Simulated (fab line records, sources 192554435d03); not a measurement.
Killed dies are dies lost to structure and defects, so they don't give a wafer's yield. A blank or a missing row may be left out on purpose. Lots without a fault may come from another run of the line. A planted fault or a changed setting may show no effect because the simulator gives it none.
Which tool did it? | flow n5_finfet | 10 lots, 30 wafers sampled, at 5 steps of a route of 1938

WHAT THE GAUGES READ, wafer by wafer
The record holds no reading of a measuring or inspecting step that can be judged against a usual standard deviation.

WHICH TOOL RAN EACH LOT (tool, then ch and the chambers of the sampled wafers, then the start)
lot  | N5_BEOL_M5_DESCUM_16               | N5_BEOL_M5_STRIP_64                | N5_BEOL_M5_COAT_74                | N5_BEOL_M5_ETCH_75                 | N5_PASSIVATION_PROBE_49
L905 | rie_diel-04 ch 0,2, day 9 00:26    | rie_diel-04 ch 0,2, day 9 00:38    | litho_track-02 ch 0, day 9 02:46  | rie_diel-03 ch 1,3, day 9 03:32    | -
L903 | rie_diel-02 ch 0,1,2, day 9 02:45  | rie_diel-02 ch 0,1,2, day 9 02:57  | litho_track-01 ch 0, day 9 04:45  | rie_diel-02 ch 1,2,3, day 9 05:19  | -
L907 | rie_diel-04 ch 0,2, day 9 06:20    | rie_diel-04 ch 0,2, day 9 06:32    | litho_track-02 ch 0, day 9 09:53  | rie_diel-04 ch 0,1, day 9 10:20    | -
L909 | rie_diel-03 ch 0,1,2, day 10 10:23 | rie_diel-03 ch 0,1,2, day 10 10:35 | litho_track-02 ch 0, day 10 11:47 | rie_diel-04 ch 0,1,2, day 10 12:31 | -
L915 | rie_diel-02 ch 0,2, day 11 22:42   | rie_diel-02 ch 0,2, day 11 22:54   | litho_track-02 ch 0, day 11 23:39 | rie_diel-04 ch 1,2, day 12 00:05   | prober-01, day 16 14:04
L918 | rie_diel-04 ch 1,2,3, day 12 01:02 | rie_diel-04 ch 1,2,3, day 12 01:14 | litho_track-01 ch 0, day 12 04:22 | rie_diel-02 ch 1,2,3, day 12 05:02 | -
L917 | rie_diel-04 ch 0,1,3, day 12 02:11 | rie_diel-04 ch 0,1,3, day 12 02:24 | litho_track-02 ch 0, day 12 04:23 | rie_diel-04 ch 0,2,3, day 12 05:09 | prober-02, day 17 07:49
L920 | rie_diel-04 ch 2,3, day 12 12:52   | rie_diel-04 ch 2,3, day 12 13:04   | litho_track-01 ch 0, day 12 13:27 | rie_diel-02 ch 1,3, day 12 14:01   | -
L919 | rie_diel-02 ch 2,3, day 12 19:38   | rie_diel-02 ch 2,3, day 12 19:50   | litho_track-05 ch 0, day 12 21:02 | rie_diel-02 ch 2,3, day 12 22:14   | -
L921 | rie_diel-03 ch 0,2,3, day 13 11:46 | rie_diel-03 ch 0,2,3, day 13 11:58 | litho_track-01 ch 0, day 13 14:32 | rie_diel-02 ch 0,1,2, day 13 14:58 | -
- N5_BEOL_M5_DESCUM_16: chemistry O2, time 7 s.
- N5_BEOL_M5_STRIP_64: strips in CF4.
- N5_BEOL_M5_COAT_74: time 60 s, resist thk 5 nm.
- N5_BEOL_M5_ETCH_75: etches underlayer in N2/H2, target depth 6.5 nm, time 5.2 s.
- N5_PASSIVATION_PROBE_49

WHAT THE TOOLS THEMSELVES READ (means of the sampled wafers that have a number; where no wafer has one, the mark that the record gives instead)
N5_BEOL_M5_DESCUM_16.
lot  | tool        | bias_power_w (W) | drypump_motor_current_A (A) | oes_product_au (a.u.) | rf_vpp_V (V) | showerhead_plenum_p_Torr (Torr) | throttle_valve_pct (%)
L905 | rie_diel-04 | 20.05            | 5.4                         | 0.74                  | 242.7        | 2.05                            | 20.2
L903 | rie_diel-02 | 20.01            | 5.7                         | 0.78                  | 244.2        | 2.16                            | 20.7
L907 | rie_diel-04 | 20.03            | 5.4                         | 0.74                  | 241.0        | 2.05                            | 20.2
L909 | rie_diel-03 | 19.99            | 5.7                         | 0.69                  | 243.4        | 2.10                            | 20.6
L915 | rie_diel-02 | 20.00            | 5.3                         | 0.75                  | 244.2        | 2.15                            | 20.8
L918 | rie_diel-04 | 19.97            | 5.6                         | 0.74                  | 242.4        | 2.05                            | 20.2
L917 | rie_diel-04 | 19.99            | 5.8                         | 0.74                  | 241.8        | 1.99                            | 20.2
L920 | rie_diel-04 | 20.03            | 5.9                         | 0.71                  | 243.3        | 2.06                            | 20.3
L919 | rie_diel-02 | 20.02            | 5.9                         | 0.84                  | 243.0        | 2.06                            | 20.1
L921 | rie_diel-03 | 20.03            | 5.5                         | 0.79                  | 243.5        | 2.08                            | 20.5

N5_BEOL_M5_STRIP_64.
lot  | tool        | bias_power_w (W) | cf4_flow_sccm (sccm) | drypump_motor_current_A (A) | oes_product_au (a.u.) | rf_vpp_V (V) | showerhead_plenum_p_Torr (Torr) | throttle_valve_pct (%)
L905 | rie_diel-04 | 74.99            | 149.7                | 5.4                         | 0.75                  | 270.8        | 1.74                            | 13.3
L903 | rie_diel-02 | 74.96            | 149.7                | 5.6                         | 0.77                  | 271.9        | 1.85                            | 13.9
L907 | rie_diel-04 | 74.98            | 149.7                | 5.4                         | 0.75                  | 270.7        | 1.74                            | 13.3
L909 | rie_diel-03 | 75.08            | 149.7                | 5.7                         | 0.70                  | 271.7        | 1.80                            | 13.8
L915 | rie_diel-02 | 74.84            | 150.2                | 5.4                         | 0.75                  | 271.6        | 1.85                            | 14.0
L918 | rie_diel-04 | 75.02            | 149.7                | 5.6                         | 0.74                  | 270.5        | 1.76                            | 13.4
L917 | rie_diel-04 | 74.81            | 149.5                | 5.8                         | 0.74                  | 269.5        | 1.72                            | 13.5
L920 | rie_diel-04 | 75.10            | 150.0                | 5.9                         | 0.71                  | 271.3        | 1.78                            | 13.6
L919 | rie_diel-02 | 75.24            | 149.8                | 6.0                         | 0.83                  | 270.7        | 1.78                            | 13.3
L921 | rie_diel-03 | 75.06            | 150.2                | 5.5                         | 0.79                  | 271.3        | 1.78                            | 13.6

N5_BEOL_M5_COAT_74.
lot  | tool           | heater_power_total_W (W) | plate_temp_C (C)
L905 | litho_track-02 | 392.3                    | 205.13
L903 | litho_track-01 | 391.4                    | 204.60
L907 | litho_track-02 | 392.0                    | 205.22
L909 | litho_track-02 | 392.8                    | 204.93
L915 | litho_track-02 | 425.0                    | 219.23
L918 | litho_track-01 | 392.5                    | 204.82
L917 | litho_track-02 | 425.0                    | 219.36
L920 | litho_track-01 | 392.5                    | 205.24
L919 | litho_track-05 | 392.0                    | 204.87
L921 | litho_track-01 | 390.8                    | 204.90

N5_BEOL_M5_ETCH_75.
lot  | tool        | drypump_motor_current_A (A) | etch_rf_on_time_s (s) | oes_product_au (a.u.) | rf_vpp_V (V) | showerhead_plenum_p_Torr (Torr) | throttle_valve_pct (%)
L905 | rie_diel-03 | 6.1                         | 5.16                  | 0.62                  | 526.0        | 2.61                            | 17.6
L903 | rie_diel-02 | 6.0                         | 5.12                  | 0.71                  | 524.1        | 2.57                            | 17.7
L907 | rie_diel-04 | 5.7                         | 5.26                  | 0.66                  | 518.7        | 2.39                            | 17.8
L909 | rie_diel-04 | 5.5                         | 5.25                  | 0.65                  | 521.3        | 2.45                            | 17.7
L915 | rie_diel-04 | 5.2                         | 5.29                  | 0.64                  | 522.4        | 2.50                            | 17.6
L918 | rie_diel-02 | 6.0                         | 5.19                  | 0.68                  | 523.3        | 2.56                            | 17.7
L917 | rie_diel-04 | 5.8                         | 5.31                  | 0.61                  | 522.2        | 2.46                            | 17.8
L920 | rie_diel-02 | 6.6                         | 5.15                  | 0.66                  | 522.8        | 2.51                            | 17.6
L919 | rie_diel-02 | 5.3                         | 5.06                  | 0.74                  | 524.9        | 2.54                            | 17.6
L921 | rie_diel-02 | 5.7                         | 5.23                  | 0.71                  | 524.7        | 2.61                            | 18.0

N5_PASSIVATION_PROBE_49.
lot  | tool      | defect_limited_yield (%) | killed_at_M0_to_M3 | killed_at_M4_up | killed_at_contacts | killed_at_front_end | killed_at_other | killed_dies | killed_open | killed_short | sort_bin_4_leakage (%) | sort_bin_5_function (%) | sort_bin_6_memory (%) | sort_bin_8_speed (%) | sort_n_pass | sort_yield_pct (%)
L915 | prober-01 | 91.2                     | 29                 | 13              | 9                  | 51                  | 2.0             | 104         | 66          | 38           | 0.25                   | 4.7                     | 3.9                   | 0.1                  | 1072        | 90.8
L917 | prober-02 | 90.7                     | 31                 | 17              | 12                 | 44                  | 3.7             | 109         | 73          | 35           | 0.00                   | 5.5                     | 3.4                   | 0.0                  | 1071        | 90.7

THE ANSWER, worked out from the rows above alone
Rule: what is usual is taken from the lots themselves. Put in order of their means at a reading, lots are off if they are a third of the lots or fewer, leave a main group of 4 or more, and stand apart from it by a gap of 3 or more times the standard deviation of the main group's means; of several such gaps the widest counts. A main group whose means are all the same, to the digits that the tables above print for the reading, isn't used. A lot without any number at a reading at which 4 lots or more have one is off too. The other lots that the step has rows for count as sound. The gauges are gone through in route order, then the tools' own readings, and for those a lot's mean is taken as printed above. The first step at which some lot is off is used, and at that step the reading that is off furthest; a lot without a number counts as furthest.
Off: L915, L917, at N5_BEOL_M5_COAT_74 (plate_temp_C). The main group: mean 204.96 C, standard deviation 0.21.
A tool fits if, at that step or a process step before it, it ran every lot that is off, and no sound lot after the first of them. One fits: litho_track-02 at N5_BEOL_M5_COAT_74. Its last sound lot is L909 (day 10 11:47), its first lot that is off L915 (day 11 23:39): a fault that began between those two fits.
The tool's own readings at N5_BEOL_M5_COAT_74 bear it out: on the lots that are off they differ by more than 5 times the standard deviation of the sound lots' means. heater_power_total_W reads 425.0 W there against 392.0 W on the sound lots; plate_temp_C reads 219.30 C there against 204.96 C on the sound lots.

WHAT THE SIMULATOR HAD PUT IN
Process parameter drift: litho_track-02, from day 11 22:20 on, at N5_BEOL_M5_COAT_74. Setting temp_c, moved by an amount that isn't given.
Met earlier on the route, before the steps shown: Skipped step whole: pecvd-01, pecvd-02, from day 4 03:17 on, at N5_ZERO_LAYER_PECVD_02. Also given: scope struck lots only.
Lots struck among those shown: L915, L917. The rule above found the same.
